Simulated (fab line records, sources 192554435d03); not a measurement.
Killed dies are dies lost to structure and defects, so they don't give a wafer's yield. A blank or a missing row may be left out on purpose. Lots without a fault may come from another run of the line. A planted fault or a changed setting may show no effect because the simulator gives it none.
A struck lot beside a sound one | flow n5_finfet | 24 steps out of a route of 1938
Sound: wafers L147.2, L147.3, L147.5. Struck: wafer L158.1. (L158.3 of the same lot was not struck and is left out.) The cause comes at the end.
At each step with rows: each side's tool, then ch and its chambers, then its first start. Under that, the readings that differ: sound wafers | struck wafers | difference of the means | sigmas: that difference in standard deviations of wafers without a fault.
alike: readings whose means differ by less than 2 such deviations, and words and numbers that are the same on both sides. not compared: withheld readings, readings that some wafer has no value for, bounds like >300 that may hide the same value, and numbers for which the record gives no deviation and whose values overlap.
The two part at a step that has a row with sigmas, a row that says differs or no value, or rows on one side only. Numbers that don't overlap but have no deviation are shown without sigmas and don't part them. A reading that every wafer of one side lacks parts them only if that side has two wafers or more.

first, 1 step without rows for these wafers: N5_BEOL_M14_HARDBAKE_32 (time 120 s).
N5_BEOL_M14_CD_MEAS_28: target cd 284.4 nm.
  sound on cd_sem-02 ch 0, day 13 19:16; struck on cd_sem-02 ch 0, day 17 11:25
  alike: cd_nm
N5_BEOL_M14_OVL_MEAS_29:
  sound on overlay-01 ch 0, day 13 19:17; struck on overlay-01 ch 0, day 17 11:27
  alike: M14_OVL
N5_BEOL_M14_INSPECT_30: inspects for defects (macro).
  sound on defect_inspect-02, day 13 19:19; struck on defect_inspect-02, day 17 11:28
  reading          | sound | struck | difference | sigmas
  raw_defect_count | 0 1 2 | 5      | +4         | +3
then, 1 step without rows for these wafers: N5_BEOL_M14_DESCUM_33 (chemistry O2, time 7.9 s).
N5_BEOL_M14_ETCH_67: etches SiARC in CF4, target depth 143 nm, time 238.3 s.
  sound on rie_diel-04 ch 0,2, day 13 19:23; struck on rie_diel-03 ch 3, day 17 11:51
  alike: drypump_motor_current_A, etch_rf_on_time_s, oes_product_au, rf_vpp_V, showerhead_plenum_p_Torr, throttle_valve_pct
  not compared: rf_hours_counter_h
N5_BEOL_M14_ETCH_68: etches SOC in N2/H2, time 450 s.
  sound on rie_diel-04 ch 0,2, day 13 19:32; struck on rie_diel-03 ch 3, day 17 11:59
  alike: drypump_motor_current_A, oes_product_au, rf_vpp_V, showerhead_plenum_p_Torr, throttle_valve_pct
  not compared: rf_hours_counter_h
then, 3 steps without rows for these wafers: N5_BEOL_M14_STRIP_69 (strips in N2/H2); N5_BEOL_M14_TRENCH_ETCH_34 (etches SiO2 in C4F8/O2/Ar, target depth 556.65 nm, time 126.9 s); N5_BEOL_M14_STRIP_70 (strips in C4F8/O2/Ar).
N5_BEOL_M14_OCD_MEAS_35:
  sound on ocd-01, day 13 19:58; struck on ocd-01, day 17 12:25
  alike: trench_depth_nm
N5_BEOL_M14_STRIP_37: strips in O2.
  sound on rie_diel-01 ch 0,1,2, day 14 02:10; struck on rie_diel-01 ch 2, day 17 12:37
  alike: drypump_motor_current_A, o2_flow_sccm, oes_product_au, rf_vpp_V, showerhead_plenum_p_Torr, throttle_valve_pct
  not compared: rf_hours_counter_h
N5_BEOL_M14_ETCH_38: etches SiCN in CF4/N2, target depth 106.5 nm, time 120.6 s.
  sound on rie_diel-01 ch 0,1,2, day 14 02:12; struck on rie_diel-01 ch 2, day 17 12:39
  reading                                       | sound             | struck | difference | sigmas
  oes_product_au (a.u.)                         | 0.85 0.82 0.92    | 1.08   | +0.22      | +4
  model.etch.depth_nm (nm)                      | 99.03 97.03 99.47 | 138.2  | +39.7      |
  model.SiO2_of_BEOL_M14_ILD_DEP_00.thk_nm (nm) | 1047 1063 1068    | 1009   | -50        |
  alike: drypump_motor_current_A, rf_vpp_V, showerhead_plenum_p_Torr, throttle_valve_pct
  not compared: rf_hours_counter_h
then, 3 steps without rows for these wafers: N5_BEOL_M14_PRECLEAN_39 (cleans in residue remover, time 60 s); N5_BEOL_M14_SRD_40 (time 30 s, dry time 30 s); N5_BEOL_M14_DEGAS_41 (time 60 s).
N5_BEOL_M14_PRE_CLEAN_42: time 30 s.
  sound on pvd_sputter-03, day 14 02:38; struck on pvd_sputter-03, day 17 14:45
  alike: heater_power_w
then, 2 steps without rows for these wafers: N5_BEOL_M14_SPUTTER_43 (material TaN, target thk 15 nm, time 24.19 s); N5_BEOL_M14_SPUTTER_44 (material Ta, target thk 15 nm, time 24.19 s).
N5_BEOL_M14_SPUTTER_45: material Cu, target thk 100 nm, time 16.67 s.
  sound on pvd_sputter-03, day 14 02:50; struck on pvd_sputter-03, day 17 14:57
  alike: bias_v, throttle_valve_pct
then, 2 steps without rows for these wafers: N5_BEOL_M14_ECD_47 (material Cu, target thk 1248 nm); N5_BEOL_M14_ANNEAL_48 (time 90 s).
N5_BEOL_M14_CMP_49: polishes, stops on SiO2, t overpolish 5.2 s, target thk 560 nm.
  sound on cmp-01 ch 0,1, day 14 03:26; struck on cmp-01 ch 1, day 17 15:58
  reading                                       | sound          | struck | difference | sigmas
  model.SiO2_of_BEOL_M14_ILD_DEP_00.thk_nm (nm) | 1032 1048 1053 | 994    | -50        |
  alike: barrier_field_endpoint_s, motor_current_A, overpolish_run_s, time_to_endpoint_s
N5_BEOL_M14_THK_MEAS_50: measures by xrf.
  sound on film_metro-02, day 14 03:44; struck on film_metro-02, day 17 16:15
  alike: M14_THK

WHERE THEY PART
First at N5_BEOL_M14_INSPECT_30; last, within this record, at N5_BEOL_M14_ETCH_38. Later steps at which nothing parts them and some readings are alike: N5_BEOL_M14_PRE_CLEAN_42, N5_BEOL_M14_SPUTTER_45, N5_BEOL_M14_CMP_49, N5_BEOL_M14_THK_MEAS_50.

WHY: what the simulator had put in
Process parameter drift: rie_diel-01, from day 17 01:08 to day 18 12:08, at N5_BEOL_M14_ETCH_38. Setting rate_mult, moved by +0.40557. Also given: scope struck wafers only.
